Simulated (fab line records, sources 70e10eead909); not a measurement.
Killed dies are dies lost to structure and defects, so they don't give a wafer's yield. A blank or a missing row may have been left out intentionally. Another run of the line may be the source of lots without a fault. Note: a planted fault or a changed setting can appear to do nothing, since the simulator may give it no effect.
One fault through the eyes of 3 desks ; flow nand harc ; what lay behind the numbers comes last; until then each desk has only its own

## DESK OF THE TOOL OWNER: har etch-02
The tool's own readings at NHARC_A_CHANNEL_HOLE_D1_ETCH_23 (etches the open film in C4F8/O2/Ar, time 819 s, target depth 1600 nm): means of the sampled wafers that have a number, for each lot that ran on this tool. If a lot's mean is further than 4 standard deviations from the usual mean, the lot is out of limits and carries the mark OUT (the distance appears in the brackets).
Columns: A = drypump motor current A at NHARC_A_CHANNEL_HOLE_D1_ETCH_23, usual 5.2 A; B = showerhead plenum p Torr at NHARC_A_CHANNEL_HOLE_D1_ETCH_23, usual 3.71 Torr; C = throttle valve pct at NHARC_A_CHANNEL_HOLE_D1_ETCH_23, usual 32.154 %
lot;first seen here;A;B;C
L758;day 9 00:07;5.6;3.70;32.153
L761;day 9 11:35;5.5;3.70;32.159
L762;day 10 06:55;5.2;3.78;32.152
L765;day 10 19:35;5.4;3.73;32.156
L777;day 13 14:12;5.2;3.76;32.148
L779;day 14 07:43;5.6;3.67;32.161
This desk's verdict: no lot among the 6 shows anything out of limits.

## FROM THE METROLOGY DESK
Means of the sampled wafers that have a number, per lot and without regard to the tool the lot ran on: this is what the gauges read. If a lot's mean is further than 4 standard deviations from the usual mean, the lot is out of limits and carries the mark OUT (the distance appears in the brackets).
Columns: A = thk nm at NHARC_A_ONON_D1_THK_MEAS_11, usual 1002 nm
lot;first seen here;A
L758;day 8 02:09;1002
L761;day 8 18:44;999
L762;day 9 09:43;1016
L765;day 10 00:13;1010
L769;day 11 11:18;1006
L773;day 12 03:26;1001
L774;day 12 03:44;1006
L775;day 12 15:03;1024
L778;day 12 20:04;984
L777;day 12 20:07;1009
L779;day 13 14:57;1007
This desk's verdict: no lot among the 11 shows anything out of limits.

## THE DEFECT DESK
Counts from the inspections along the route, per lot, as means over the sampled wafers that have a number. If a lot's mean is further than 4 standard deviations from the usual mean, the lot is out of limits and carries the mark OUT (the distance appears in the brackets).
Columns: A = raw defect count at NHARC_A_CHANNEL_HOLE_D1_INSPECT_40, usual 62
lot;first seen here;A
L758;day 9 04:24;46
L761;day 9 15:37;55
L762;day 10 11:13;325 (+15) OUT
L765;day 10 23:29;458 (+23) OUT
L769;day 12 07:32;64
L773;day 13 02:16;69
L774;day 13 06:27;74
L775;day 13 10:35;84
L778;day 13 17:17;70
L777;day 13 18:29;57
L779;day 14 11:47;37
This desk finds L762, L765 out of limits, L762 being first, at day 10 11:13 (raw defect count at NHARC_A_CHANNEL_HOLE_D1_INSPECT_40). In limits: L758, L761, L769, L773, L774, L775, L778, L777, L779.

## TAKEN TOGETHER
The defect desk could have raised an alarm at day 10 11:13, on L762, L765.
Nothing out of limits was seen by the tool owner's desk.
Metrology desk: nothing out of limits seen.
The tool owner's desk has L762, L765 on record, within its limits.
The metrology desk holds a record of L762, L765, inside its limits.
Of the lots named, all ran NHARC_A_CHANNEL_HOLE_D1_ETCH_23 on har etch-02.

## WHAT THE SIMULATOR HAD INSERTED
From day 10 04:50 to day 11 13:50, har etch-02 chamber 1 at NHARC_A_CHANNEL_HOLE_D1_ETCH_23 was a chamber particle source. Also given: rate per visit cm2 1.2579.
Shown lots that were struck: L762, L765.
Hours from the fault's start to each desk's first reading out of limits: the defect desk, 6.
